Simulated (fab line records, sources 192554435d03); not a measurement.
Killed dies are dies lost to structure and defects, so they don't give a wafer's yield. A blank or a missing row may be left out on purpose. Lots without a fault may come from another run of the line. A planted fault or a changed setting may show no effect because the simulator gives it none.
Chamber matching | flow n5_finfet | N5_BEOL_M1_ETCHBACK_99 on rie_diel-04: 4 sister chambers
The step etches SiO2 in CHF3, target depth 5 nm, time 10.4 s. 16 wafers are shown with their chamber, then 8 later ones without.

WAFERS WITH THEIR CHAMBER
wafer  | chamber | drypump_motor_current_A (A) | showerhead_plenum_p_Torr (Torr) | rf_vpp_V (V)
L075.1 | 1       | 6.2                         | 2.28                            | 245
L075.3 | 2       | 6.7                         | 2.06                            | 222
L075.5 | 1       | 6.1                         | 2.28                            | 243
L077.1 | 2       | 6.7                         | 2.06                            | 221
L077.4 | 1       | 6.1                         | 2.28                            | 244
L077.5 | 1       | 6.2                         | 2.28                            | 245
L079.4 | 1       | 6.1                         | 2.28                            | 243
L079.5 | 0       | 5.3                         | 2.29                            | 232
L079.6 | 3       | 5.1                         | 2.11                            | 243
L081.2 | 1       | 6.2                         | 2.28                            | 245
L081.3 | 0       | 5.3                         | 2.29                            | 232
L081.5 | 1       | 6.2                         | 2.28                            | 242
L088.2 | 0       | 5.3                         | 2.28                            | 233
L088.3 | 2       | 6.7                         | 2.05                            | 221
L088.6 | 3       | 5.1                         | 2.10                            | 242
L094.1 | 3       | 5.1                         | 2.10                            | 243

SIGNATURES (means of the wafers above)
reading                  | chamber 0 | chamber 1 | chamber 2 | chamber 3 | scatter within a chamber
drypump_motor_current_A  | 5.300     | 6.157     | 6.700     | 5.100     | 0.0378
showerhead_plenum_p_Torr | 2.2867    | 2.2800    | 2.0567    | 2.1033    | 0.00408
rf_vpp_V                 | 232.33    | 243.86    | 221.33    | 242.67    | 0.951
Rule: a wafer's distance from a chamber is the root of the sum, over the readings, of the square of ((its reading less the chamber's mean) divided by the reading's scatter). The wafer belongs to the nearest chamber; if the next one is less than 2 further off, it can't be placed. The scatter: the root of (the sum of the squares of (reading less its chamber's mean) over the shown wafers, divided by (wafers less chambers)).

WAFERS WITHOUT THEIR CHAMBER
wafer  | drypump_motor_current_A (A) | showerhead_plenum_p_Torr (Torr) | rf_vpp_V (V)
L094.4 | 5.3                         | 2.28                            | 230
L094.5 | 6.2                         | 2.27                            | 245
L095.2 | 6.1                         | 2.27                            | 244
L095.5 | 5.3                         | 2.28                            | 232
L095.6 | 5.1                         | 2.10                            | 242
L096.2 | 5.3                         | 2.28                            | 233
L096.3 | 6.6                         | 2.05                            | 222
L096.5 | 6.6                         | 2.05                            | 221

WHICH CHAMBER EACH WENT THROUGH
wafer  | from the rows above | in truth
L094.4 | 0                   | 0
L094.5 | 1                   | 1
L095.2 | 1                   | 1
L095.5 | 0                   | 0
L095.6 | 3                   | 3
L096.2 | 0                   | 0
L096.3 | 2                   | 2
L096.5 | 2                   | 2
Placed correctly: 8 of 8. Can't be placed from these rows: 0. Placed wrongly: 0.
